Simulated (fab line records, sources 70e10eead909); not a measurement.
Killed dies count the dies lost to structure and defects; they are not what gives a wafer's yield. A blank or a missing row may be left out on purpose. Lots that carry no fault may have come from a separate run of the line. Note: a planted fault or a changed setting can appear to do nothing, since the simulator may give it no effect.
fab line records / flow nand-harc
record: lots: 6 wafers: 18 last-day: 33
route steps=1302 shown A_ONON_D1@424 END@1302
lots that met no fault: taken from a fault-free run of the same line
start-h: hours from the record's first day to the start of the lot's first wafer shown / wait-h: hours from the lot's prior step to this one / " identical to the entry in the row above / L1.1+2: one row covering several wafers at once / - no value, or no start given / * or withheld: withheld / < > ~ a bound
route shown NAME@n: a module of which the file shows steps, and the number in the route of the first / usual: average and standard deviation across the fault-free wafers / same: alike in all rows / chamber/n: place in a boat / sites: the reading at each site / _std_site: the standard deviation of these / _edge_site: the outer-site mean with the inner-site mean subtracted / radius-mm: how far each site lies from the wafer's centre / mask NAME#n: copy n / behind: the last tool/chamber to shape the wafer / hold: what put the lot on hold/how long, in hours/how the hold closed / device: the n, p or np transistor that did not switch / end of line: tests of these same wafers at the route's end / a step without rows: its recipe alone / killed: dies lost to structure and defects at the first sort, not the wafer's yield / map: the dies of a wafer, with x for killed, . for not killed, _ for no die there
set.NAME: setting as actually run; set.NAME@STEP: the setting as run at that earlier step / model.NAME: the simulator's own value behind a step, which no gauge read
certain route steps with their lots: each step a table, each wafer a row
services: from which hour (start-h, from the record's first day; less than 0 if before it) a tool's chamber was out of use, for how many hours, and why
== steps ==
step: NHARC_A_ONON_D1_DEP_00
recipe: target-thk-a: 10000 n2-flow-sccm: 2750 n2o-flow-sccm: 2000 nh3-flow-sccm: 500 sih4-flow-sccm: 210 temp-c: 400
step: NHARC_A_ONON_D1_THK_MEAS_02
recipe: thk-meas-gauge: ellipsometry
usual: thk-nm: 1000/11
lot.wafer=L526.1 tool=film-metro-01 chamber=- start-h=180.31 wait-h=- thk-nm=1009
lot.wafer=L526.2 tool=film-metro-01 chamber=- start-h=180.31 wait-h=- thk-nm=1008
lot.wafer=L526.3 tool=film-metro-01 chamber=- start-h=180.31 wait-h=- thk-nm=1008
lot.wafer=L535.1 tool=film-metro-02 chamber=- start-h=273.37 wait-h=- thk-nm=1001
lot.wafer=L535.4 tool=film-metro-02 chamber=- start-h=273.37 wait-h=- thk-nm=1001
lot.wafer=L535.5 tool=film-metro-02 chamber=- start-h=273.37 wait-h=- thk-nm=1000
lot.wafer=L537.2 tool=film-metro-01 chamber=- start-h=286.17 wait-h=- thk-nm=1019
lot.wafer=L537.3 tool=film-metro-01 chamber=- start-h=286.17 wait-h=- thk-nm=1019
lot.wafer=L537.4 tool=film-metro-01 chamber=- start-h=286.17 wait-h=- thk-nm=1019
lot.wafer=L536.2 tool=film-metro-01 chamber=- start-h=286.18 wait-h=- thk-nm=1017
lot.wafer=L536.4 tool=film-metro-01 chamber=- start-h=286.18 wait-h=- thk-nm=1017
lot.wafer=L536.6 tool=film-metro-01 chamber=- start-h=286.18 wait-h=- thk-nm=1016
lot.wafer=L544.1 tool=film-metro-01 chamber=- start-h=361.00 wait-h=- thk-nm=1021
lot.wafer=L544.4 tool=film-metro-01 chamber=- start-h=361.00 wait-h=- thk-nm=1021
lot.wafer=L544.6 tool=film-metro-01 chamber=- start-h=361.00 wait-h=- thk-nm=1020
lot.wafer=L545.1 tool=film-metro-01 chamber=- start-h=377.08 wait-h=- thk-nm=996
lot.wafer=L545.2 tool=film-metro-01 chamber=- start-h=377.08 wait-h=- thk-nm=996
lot.wafer=L545.6 tool=film-metro-01 chamber=- start-h=377.08 wait-h=- thk-nm=998
step: NHARC_A_ONON_D1_DEP_03
recipe: target-thk-a: 10000 n2-flow-sccm: 2750 n2o-flow-sccm: 2000 nh3-flow-sccm: 500 sih4-flow-sccm: 210 temp-c: 400
step: NHARC_A_ONON_D1_THK_MEAS_05
recipe: thk-meas-gauge: ellipsometry
usual: thk-nm: 1000/12
lot.wafer=L526.1 tool=film-metro-01 chamber=- start-h=180.88 wait-h=- thk-nm=1002
lot.wafer=L526.2 tool=film-metro-01 chamber=- start-h=180.88 wait-h=- thk-nm=1003
lot.wafer=L526.3 tool=film-metro-01 chamber=- start-h=180.88 wait-h=- thk-nm=1002
lot.wafer=L535.1 tool=film-metro-01 chamber=- start-h=273.94 wait-h=- thk-nm=1031
lot.wafer=L535.4 tool=film-metro-01 chamber=- start-h=273.94 wait-h=- thk-nm=1030
lot.wafer=L535.5 tool=film-metro-01 chamber=- start-h=273.94 wait-h=- thk-nm=1030
lot.wafer=L537.2 tool=film-metro-01 chamber=- start-h=286.74 wait-h=- thk-nm=999
lot.wafer=L537.3 tool=film-metro-01 chamber=- start-h=286.74 wait-h=- thk-nm=997
lot.wafer=L537.4 tool=film-metro-01 chamber=- start-h=286.74 wait-h=- thk-nm=996
lot.wafer=L536.2 tool=film-metro-02 chamber=- start-h=286.75 wait-h=- thk-nm=1016
lot.wafer=L536.4 tool=film-metro-02 chamber=- start-h=286.75 wait-h=- thk-nm=1015
lot.wafer=L536.6 tool=film-metro-02 chamber=- start-h=286.75 wait-h=- thk-nm=1016
lot.wafer=L544.1 tool=film-metro-02 chamber=- start-h=361.57 wait-h=- thk-nm=1008
lot.wafer=L544.4 tool=film-metro-02 chamber=- start-h=361.57 wait-h=- thk-nm=1009
lot.wafer=L544.6 tool=film-metro-02 chamber=- start-h=361.57 wait-h=- thk-nm=1009
lot.wafer=L545.1 tool=film-metro-01 chamber=- start-h=377.65 wait-h=- thk-nm=1021
lot.wafer=L545.2 tool=film-metro-01 chamber=- start-h=377.65 wait-h=- thk-nm=1021
lot.wafer=L545.6 tool=film-metro-01 chamber=- start-h=377.65 wait-h=- thk-nm=1022
step: NHARC_A_ONON_D1_DEP_06
recipe: target-thk-a: 10000 n2-flow-sccm: 2750 n2o-flow-sccm: 2000 nh3-flow-sccm: 500 sih4-flow-sccm: 210 temp-c: 400
step: NHARC_A_ONON_D1_THK_MEAS_08
recipe: thk-meas-gauge: ellipsometry
usual: thk-nm: 1001/7
lot.wafer=L526.1 tool=film-metro-01 chamber=- start-h=181.44 wait-h=- thk-nm=1012
lot.wafer=L526.2 tool=film-metro-01 chamber=- start-h=181.44 wait-h=- thk-nm=1012
lot.wafer=L526.3 tool=film-metro-01 chamber=- start-h=181.44 wait-h=- thk-nm=1014
lot.wafer=L535.1 tool=film-metro-01 chamber=- start-h=274.51 wait-h=- thk-nm=996
lot.wafer=L535.4 tool=film-metro-01 chamber=- start-h=274.51 wait-h=- thk-nm=996
lot.wafer=L535.5 tool=film-metro-01 chamber=- start-h=274.51 wait-h=- thk-nm=997
lot.wafer=L537.2 tool=film-metro-02 chamber=- start-h=287.30 wait-h=- thk-nm=1007
lot.wafer=L537.3 tool=film-metro-02 chamber=- start-h=287.30 wait-h=- thk-nm=1010
lot.wafer=L537.4 tool=film-metro-02 chamber=- start-h=287.30 wait-h=- thk-nm=1009
lot.wafer=L536.2 tool=film-metro-01 chamber=- start-h=287.31 wait-h=- thk-nm=985
lot.wafer=L536.4 tool=film-metro-01 chamber=- start-h=287.31 wait-h=- thk-nm=987
lot.wafer=L536.6 tool=film-metro-01 chamber=- start-h=287.31 wait-h=- thk-nm=986
lot.wafer=L544.1 tool=film-metro-02 chamber=- start-h=362.13 wait-h=- thk-nm=1003
lot.wafer=L544.4 tool=film-metro-02 chamber=- start-h=362.13 wait-h=- thk-nm=1003
lot.wafer=L544.6 tool=film-metro-02 chamber=- start-h=362.13 wait-h=- thk-nm=1003
lot.wafer=L545.1 tool=film-metro-01 chamber=- start-h=378.24 wait-h=- thk-nm=1003
lot.wafer=L545.2 tool=film-metro-01 chamber=- start-h=378.24 wait-h=- thk-nm=1003
lot.wafer=L545.6 tool=film-metro-01 chamber=- start-h=378.24 wait-h=- thk-nm=1004
step: NHARC_A_ONON_D1_DEP_09
recipe: target-thk-a: 10000 n2-flow-sccm: 2750 n2o-flow-sccm: 2000 nh3-flow-sccm: 500 sih4-flow-sccm: 210 temp-c: 400
step: NHARC_A_ONON_D1_THK_MEAS_11
recipe: thk-meas-gauge: ellipsometry
usual: thk-nm: 1001/8.5
lot.wafer=L526.1 tool=film-metro-02 chamber=- start-h=182.00 wait-h=- thk-nm=1002
lot.wafer=L526.2 tool=film-metro-02 chamber=- start-h=182.00 wait-h=- thk-nm=1002
lot.wafer=L526.3 tool=film-metro-02 chamber=- start-h=182.00 wait-h=- thk-nm=1001
lot.wafer=L535.1 tool=film-metro-01 chamber=- start-h=275.07 wait-h=- thk-nm=996
lot.wafer=L535.4 tool=film-metro-01 chamber=- start-h=275.07 wait-h=- thk-nm=997
lot.wafer=L535.5 tool=film-metro-01 chamber=- start-h=275.07 wait-h=- thk-nm=994
lot.wafer=L537.2 tool=film-metro-01 chamber=- start-h=287.86 wait-h=- thk-nm=1003
lot.wafer=L537.3 tool=film-metro-01 chamber=- start-h=287.86 wait-h=- thk-nm=1001
lot.wafer=L537.4 tool=film-metro-01 chamber=- start-h=287.86 wait-h=- thk-nm=999
lot.wafer=L536.2 tool=film-metro-02 chamber=- start-h=287.88 wait-h=- thk-nm=1001
lot.wafer=L536.4 tool=film-metro-02 chamber=- start-h=287.88 wait-h=- thk-nm=1001
lot.wafer=L536.6 tool=film-metro-02 chamber=- start-h=287.88 wait-h=- thk-nm=1002
lot.wafer=L544.1 tool=film-metro-02 chamber=- start-h=362.69 wait-h=- thk-nm=993
lot.wafer=L544.4 tool=film-metro-02 chamber=- start-h=362.69 wait-h=- thk-nm=994
lot.wafer=L544.6 tool=film-metro-02 chamber=- start-h=362.69 wait-h=- thk-nm=993
lot.wafer=L545.1 tool=film-metro-01 chamber=- start-h=378.80 wait-h=- thk-nm=998
lot.wafer=L545.2 tool=film-metro-01 chamber=- start-h=378.80 wait-h=- thk-nm=1000
lot.wafer=L545.6 tool=film-metro-01 chamber=- start-h=378.80 wait-h=- thk-nm=1001
step: NHARC_A_ONON_D1_DEP_12
recipe: target-thk-a: 10000 n2-flow-sccm: 2750 n2o-flow-sccm: 2000 nh3-flow-sccm: 500 sih4-flow-sccm: 210 temp-c: 400
step: NHARC_A_ONON_D1_THK_MEAS_14
recipe: thk-meas-gauge: ellipsometry
usual: thk-nm: 999/11
lot.wafer=L526.1 tool=film-metro-02 chamber=- start-h=182.57 wait-h=- thk-nm=998
lot.wafer=L526.2 tool=film-metro-02 chamber=- start-h=182.57 wait-h=- thk-nm=998
lot.wafer=L526.3 tool=film-metro-02 chamber=- start-h=182.57 wait-h=- thk-nm=998
lot.wafer=L535.1 tool=film-metro-02 chamber=- start-h=275.63 wait-h=- thk-nm=1014
lot.wafer=L535.4 tool=film-metro-02 chamber=- start-h=275.63 wait-h=- thk-nm=1015
lot.wafer=L535.5 tool=film-metro-02 chamber=- start-h=275.63 wait-h=- thk-nm=1014
lot.wafer=L537.2 tool=film-metro-01 chamber=- start-h=288.42 wait-h=- thk-nm=1001
lot.wafer=L537.3 tool=film-metro-01 chamber=- start-h=288.42 wait-h=- thk-nm=1002
lot.wafer=L537.4 tool=film-metro-01 chamber=- start-h=288.42 wait-h=- thk-nm=1002
lot.wafer=L536.2 tool=film-metro-02 chamber=- start-h=288.44 wait-h=- thk-nm=997
lot.wafer=L536.4 tool=film-metro-02 chamber=- start-h=288.44 wait-h=- thk-nm=996
lot.wafer=L536.6 tool=film-metro-02 chamber=- start-h=288.44 wait-h=- thk-nm=998
lot.wafer=L544.1 tool=film-metro-01 chamber=- start-h=363.26 wait-h=- thk-nm=994
lot.wafer=L544.4 tool=film-metro-01 chamber=- start-h=363.26 wait-h=- thk-nm=995
lot.wafer=L544.6 tool=film-metro-01 chamber=- start-h=363.26 wait-h=- thk-nm=994
lot.wafer=L545.1 tool=film-metro-01 chamber=- start-h=379.36 wait-h=- thk-nm=1000
lot.wafer=L545.2 tool=film-metro-01 chamber=- start-h=379.36 wait-h=- thk-nm=999
lot.wafer=L545.6 tool=film-metro-01 chamber=- start-h=379.36 wait-h=- thk-nm=1001
step: NHARC_A_ONON_D1_ANNEAL_15
recipe: temp-c: 750 time-s: 3600
step: NHARC_A_ONON_D1_DEP_16
recipe: target-thk-a: 10000 n2-flow-sccm: 2750 n2o-flow-sccm: 2000 nh3-flow-sccm: 500 sih4-flow-sccm: 210 temp-c: 400
usual: sih4-flow-sccm: 209.8/0.59
lot.wafer=L526.1 tool=pecvd-onon-04 chamber=0 start-h=190.21 wait-h=0.1 sih4-flow-sccm=209.6
lot.wafer=L526.2 tool=pecvd-onon-04 chamber=0 start-h=190.21 wait-h=0.1 sih4-flow-sccm=210.2
lot.wafer=L526.3 tool=pecvd-onon-04 chamber=0 start-h=190.21 wait-h=0.1 sih4-flow-sccm=210.3
lot.wafer=L535.1 tool=pecvd-onon-04 chamber=0 start-h=282.78 wait-h=0.1 sih4-flow-sccm=209.5
lot.wafer=L535.4 tool=pecvd-onon-04 chamber=0 start-h=282.78 wait-h=0.1 sih4-flow-sccm=209.9
lot.wafer=L535.5 tool=pecvd-onon-04 chamber=0 start-h=282.78 wait-h=0.1 sih4-flow-sccm=209.5
lot.wafer=L536.2 tool=pecvd-onon-04 chamber=0 start-h=299.83 wait-h=0.1 sih4-flow-sccm=209.1
lot.wafer=L536.4 tool=pecvd-onon-04 chamber=0 start-h=299.83 wait-h=0.1 sih4-flow-sccm=209.6
lot.wafer=L536.6 tool=pecvd-onon-04 chamber=0 start-h=299.83 wait-h=0.1 sih4-flow-sccm=209.8
lot.wafer=L537.2 tool=pecvd-onon-01 chamber=0 start-h=299.83 wait-h=0.1 sih4-flow-sccm=210.3
lot.wafer=L537.3 tool=pecvd-onon-01 chamber=0 start-h=299.83 wait-h=0.1 sih4-flow-sccm=209.0
lot.wafer=L537.4 tool=pecvd-onon-01 chamber=0 start-h=299.83 wait-h=0.1 sih4-flow-sccm=210.4
lot.wafer=L544.1 tool=pecvd-onon-04 chamber=0 start-h=370.54 wait-h=0.1 sih4-flow-sccm=209.9
lot.wafer=L544.4 tool=pecvd-onon-04 chamber=0 start-h=370.54 wait-h=0.1 sih4-flow-sccm=209.9
lot.wafer=L544.6 tool=pecvd-onon-04 chamber=0 start-h=370.54 wait-h=0.1 sih4-flow-sccm=209.6
lot.wafer=L545.1 tool=pecvd-onon-01 chamber=0 start-h=390.53 wait-h=0.1 sih4-flow-sccm=209.9
lot.wafer=L545.2 tool=pecvd-onon-01 chamber=0 start-h=390.53 wait-h=0.1 sih4-flow-sccm=210.7
lot.wafer=L545.6 tool=pecvd-onon-01 chamber=0 start-h=390.53 wait-h=0.1 sih4-flow-sccm=209.0
step: NHARC_A_ONON_D1_THK_MEAS_18
recipe: thk-meas-gauge: ellipsometry
usual: thk-nm: 999/10
lot.wafer=L526.1 tool=film-metro-02 chamber=- start-h=190.72 wait-h=- thk-nm=1007
lot.wafer=L526.2 tool=film-metro-02 chamber=- start-h=190.72 wait-h=- thk-nm=1005
lot.wafer=L526.3 tool=film-metro-02 chamber=- start-h=190.72 wait-h=- thk-nm=1006
lot.wafer=L535.1 tool=film-metro-01 chamber=- start-h=283.28 wait-h=- thk-nm=709
lot.wafer=L535.4 tool=film-metro-01 chamber=- start-h=283.28 wait-h=- thk-nm=709
lot.wafer=L535.5 tool=film-metro-01 chamber=- start-h=283.28 wait-h=- thk-nm=709
lot.wafer=L536.2 tool=film-metro-01 chamber=- start-h=300.28 wait-h=- thk-nm=704
lot.wafer=L536.4 tool=film-metro-01 chamber=- start-h=300.28 wait-h=- thk-nm=704
lot.wafer=L536.6 tool=film-metro-01 chamber=- start-h=300.28 wait-h=- thk-nm=705
lot.wafer=L537.2 tool=film-metro-01 chamber=- start-h=300.28 wait-h=- thk-nm=994
lot.wafer=L537.3 tool=film-metro-01 chamber=- start-h=300.28 wait-h=- thk-nm=995
lot.wafer=L537.4 tool=film-metro-01 chamber=- start-h=300.28 wait-h=- thk-nm=996
lot.wafer=L544.1 tool=film-metro-02 chamber=- start-h=371.05 wait-h=- thk-nm=991
lot.wafer=L544.4 tool=film-metro-02 chamber=- start-h=371.05 wait-h=- thk-nm=991
lot.wafer=L544.6 tool=film-metro-02 chamber=- start-h=371.05 wait-h=- thk-nm=991
lot.wafer=L545.1 tool=film-metro-02 chamber=- start-h=391.04 wait-h=- thk-nm=988
lot.wafer=L545.2 tool=film-metro-02 chamber=- start-h=391.04 wait-h=- thk-nm=988
lot.wafer=L545.6 tool=film-metro-02 chamber=- start-h=391.04 wait-h=- thk-nm=987
step: NHARC_A_ONON_D1_DEP_19
recipe: target-thk-a: 10000 n2-flow-sccm: 2750 n2o-flow-sccm: 2000 nh3-flow-sccm: 500 sih4-flow-sccm: 210 temp-c: 400
step: NHARC_END_SORT_01
recipe: temp-c: 25
usual: killed-at-array: 59/20 killed-at-other: 0.8/1.1 killed-at-periphery: 5/3.1 killed-dies: 64/21 killed-open: 3.4/1.9 killed-short: 2.3/1.7
same: gross-dies: 677
lot.wafer=L535.1 tool=prober-02 chamber=0 start-h=674.49 wait-h=2.5 killed-at-array=673 killed-at-other=0 killed-at-periphery=4 killed-dies=677 killed-open=2 killed-short=3
lot.wafer=L535.4 tool=prober-02 chamber=0 start-h=676.91 wait-h=3.4 killed-at-array=674 killed-at-other=0 killed-at-periphery=3 killed-dies=677 killed-open=4 killed-short=8
lot.wafer=L535.5 tool=prober-02 chamber=0 start-h=677.72 wait-h=3.7 killed-at-array=674 killed-at-other=1 killed-at-periphery=2 killed-dies=677 killed-open=5 killed-short=4
lot.wafer=L536.2 tool=prober-02 chamber=0 start-h=690.35 wait-h=2.8 killed-at-array=672 killed-at-other=1 killed-at-periphery=4 killed-dies=677 killed-open=3 killed-short=5
lot.wafer=L536.4 tool=prober-02 chamber=0 start-h=691.94 wait-h=3.4 killed-at-array=674 killed-at-other=1 killed-at-periphery=2 killed-dies=677 killed-open=1 killed-short=3
lot.wafer=L536.6 tool=prober-02 chamber=0 start-h=693.54 wait-h=4.0 killed-at-array=675 killed-at-other=0 killed-at-periphery=2 killed-dies=677 killed-open=3 killed-short=0
killed by level:class
L535.1 A_ONON_D1:area-dep=637 A_CHANNEL_HOLE_D2:chamber-film-flake=20 A_CHANNEL_HOLE_D1:chamber-film-flake=5 P_ZERO_WELL:chamber-film-flake=2 A_STAIRCASE:chamber-film-flake=2 A_SLIT:chamber-film-flake=2 P_M0:geometric-particle:short=1 A_CHANNEL_FILL_D1:geometric-particle:open=1
L535.4 A_ONON_D1:area-dep=635 A_CHANNEL_HOLE_D2:chamber-film-flake=13 A_CHANNEL_HOLE_D1:chamber-film-flake=5 A_M1:chamber-film-flake=4 A_STAIRCASE:chamber-film-flake=3 A_WL_FILL:geometric-particle:short=2 A_SLIT:chamber-film-flake=2 P_CONTACT:geometric-particle:open=1
L535.5 A_ONON_D1:area-dep=632 A_CHANNEL_HOLE_D2:chamber-film-flake=22 A_CHANNEL_FILL_D2:chamber-film-flake=3 A_STAIRCASE:chamber-film-flake=3 A_SLIT:chamber-film-flake=3 A_M1:chamber-film-flake=3 P_CONTACT:geometric-particle:open=1 P_M0:geometric-particle:open=1
L536.2 A_ONON_D1:area-dep=615 A_SLIT:chamber-film-flake=33 A_WL_FILL:chamber-film-flake=5 A_CHANNEL_HOLE_D1:chamber-film-flake=4 A_M1:chamber-film-flake=4 A_CHANNEL_FILL_D1:geometric-particle:short=2 A_STAIRCASE:chamber-film-flake=2 P_M1:geometric-particle:open=1
L536.4 A_ONON_D1:area-dep=621 A_SLIT:chamber-film-flake=28 A_CHANNEL_HOLE_D1:chamber-film-flake=6 A_WL_FILL:chamber-film-flake=6 A_CONTACT:chamber-film-flake=3 A_DECK1_JOINT:geometric-particle:short=2 A_STAIRCASE:chamber-film-flake=2 A_M1:chamber-film-flake=2
L536.6 A_ONON_D1:area-dep=634 A_SLIT:chamber-film-flake=25 A_CHANNEL_HOLE_D1:chamber-film-flake=5 A_WL_FILL:chamber-film-flake=3 A_CONTACT:chamber-film-flake=3 A_WL_FILL:geometric-particle:open=2 P_GATE:geometric-particle:open=1 P_ZERO_WELL:chamber-film-flake=1
map L535.1 (x killed, . not)
____________x____________
_________xxxxxxx_________
_______xxxxxxxxxxx_______
______xxxxxxxxxxxxx______
_____xxxxxxxxxxxxxxx_____
____xxxxxxxxxxxxxxxxx____
____xxxxxxxxxxxxxxxxx____
___xxxxxxxxxxxxxxxxxxx___
___xxxxxxxxxxxxxxxxxxx___
__xxxxxxxxxxxxxxxxxxxxx__
__xxxxxxxxxxxxxxxxxxxxx__
_xxxxxxxxxxxxxxxxxxxxxxx_
_xxxxxxxxxxxxxxxxxxxxxxx_
_xxxxxxxxxxxxxxxxxxxxxxx_
_xxxxxxxxxxxxxxxxxxxxxxx_
_xxxxxxxxxxxxxxxxxxxxxxx_
xxxxxxxxxxxxxxxxxxxxxxxxx
xxxxxxxxxxxxxxxxxxxxxxxxx
xxxxxxxxxxxxxxxxxxxxxxxxx
xxxxxxxxxxxxxxxxxxxxxxxxx
xxxxxxxxxxxxxxxxxxxxxxxxx
_xxxxxxxxxxxxxxxxxxxxxxx_
_xxxxxxxxxxxxxxxxxxxxxxx_
_xxxxxxxxxxxxxxxxxxxxxxx_
_xxxxxxxxxxxxxxxxxxxxxxx_
_xxxxxxxxxxxxxxxxxxxxxxx_
__xxxxxxxxxxxxxxxxxxxxx__
__xxxxxxxxxxxxxxxxxxxxx__
___xxxxxxxxxxxxxxxxxxx___
___xxxxxxxxxxxxxxxxxxx___
____xxxxxxxxxxxxxxxxx____
____xxxxxxxxxxxxxxxxx____
_____xxxxxxxxxxxxxxx_____
______xxxxxxxxxxxxx______
_______xxxxxxxxxxx_______
_________xxxxxxx_________
____________x____________
map L536.2 (x killed, . not)
____________x____________
_________xxxxxxx_________
_______xxxxxxxxxxx_______
______xxxxxxxxxxxxx______
_____xxxxxxxxxxxxxxx_____
____xxxxxxxxxxxxxxxxx____
____xxxxxxxxxxxxxxxxx____
___xxxxxxxxxxxxxxxxxxx___
___xxxxxxxxxxxxxxxxxxx___
__xxxxxxxxxxxxxxxxxxxxx__
__xxxxxxxxxxxxxxxxxxxxx__
_xxxxxxxxxxxxxxxxxxxxxxx_
_xxxxxxxxxxxxxxxxxxxxxxx_
_xxxxxxxxxxxxxxxxxxxxxxx_
_xxxxxxxxxxxxxxxxxxxxxxx_
_xxxxxxxxxxxxxxxxxxxxxxx_
xxxxxxxxxxxxxxxxxxxxxxxxx
xxxxxxxxxxxxxxxxxxxxxxxxx
xxxxxxxxxxxxxxxxxxxxxxxxx
xxxxxxxxxxxxxxxxxxxxxxxxx
xxxxxxxxxxxxxxxxxxxxxxxxx
_xxxxxxxxxxxxxxxxxxxxxxx_
_xxxxxxxxxxxxxxxxxxxxxxx_
_xxxxxxxxxxxxxxxxxxxxxxx_
_xxxxxxxxxxxxxxxxxxxxxxx_
_xxxxxxxxxxxxxxxxxxxxxxx_
__xxxxxxxxxxxxxxxxxxxxx__
__xxxxxxxxxxxxxxxxxxxxx__
___xxxxxxxxxxxxxxxxxxx___
___xxxxxxxxxxxxxxxxxxx___
____xxxxxxxxxxxxxxxxx____
____xxxxxxxxxxxxxxxxx____
_____xxxxxxxxxxxxxxx_____
______xxxxxxxxxxxxx______
_______xxxxxxxxxxx_______
_________xxxxxxx_________
____________x____________
== services ==
tool=pecvd-onon-01 chamber=- start-h=269.23 hours=13.0 kind=pm
tool=pecvd-onon-04 chamber=- start-h=311.20 hours=13.0 kind=pm
tool=pecvd-onon-04 chamber=- start-h=364.00 hours=3.1 kind=repair
== key ==
first-sign: step: NHARC_A_ONON_D1_THK_MEAS_18 reading: thk-nm direction: down sigmas: 29 usual: 999 struck: 707
effect: step: NHARC_END_SORT_01 reading: killed-at-array direction: up sigmas: 31 usual: 59 struck: 674
more-kills-born-at: NHARC_A_ONON_D1_DEP_16@pecvd-onon-04: 3774
met-at NHARC_A_ONON_D1_DEP_16
struck-wafers L535.1,L535.4,L535.5,L536.2,L536.4,L536.6
later-rows-left-out L535.1,L535.4,L535.5,L536.2,L536.4,L536.6
tester-left-out L535,L536
onset-between 190.21 282.78
fault: kind: process-parameter-drift tool: pecvd-onon-04 chamber: 0 onset-h: 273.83 steps: NHARC_A_ONON_D1_DEP_16 channel: target-thk-a offset: * shape: step end-h: 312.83 acts-in: * stated: *
tester-left-out: of these lots the tester's yield and bins aren't shown, on N5 and GAA mostly nor the transistor test; their killed dies are dies lost to structure and defects alone, not to doping, threshold or leakage, so they don't give the yield
later-rows-left-out: the simulator's readings of these wafers behind a module that went badly wrong aren't trusted and aren't shown, but for the sort
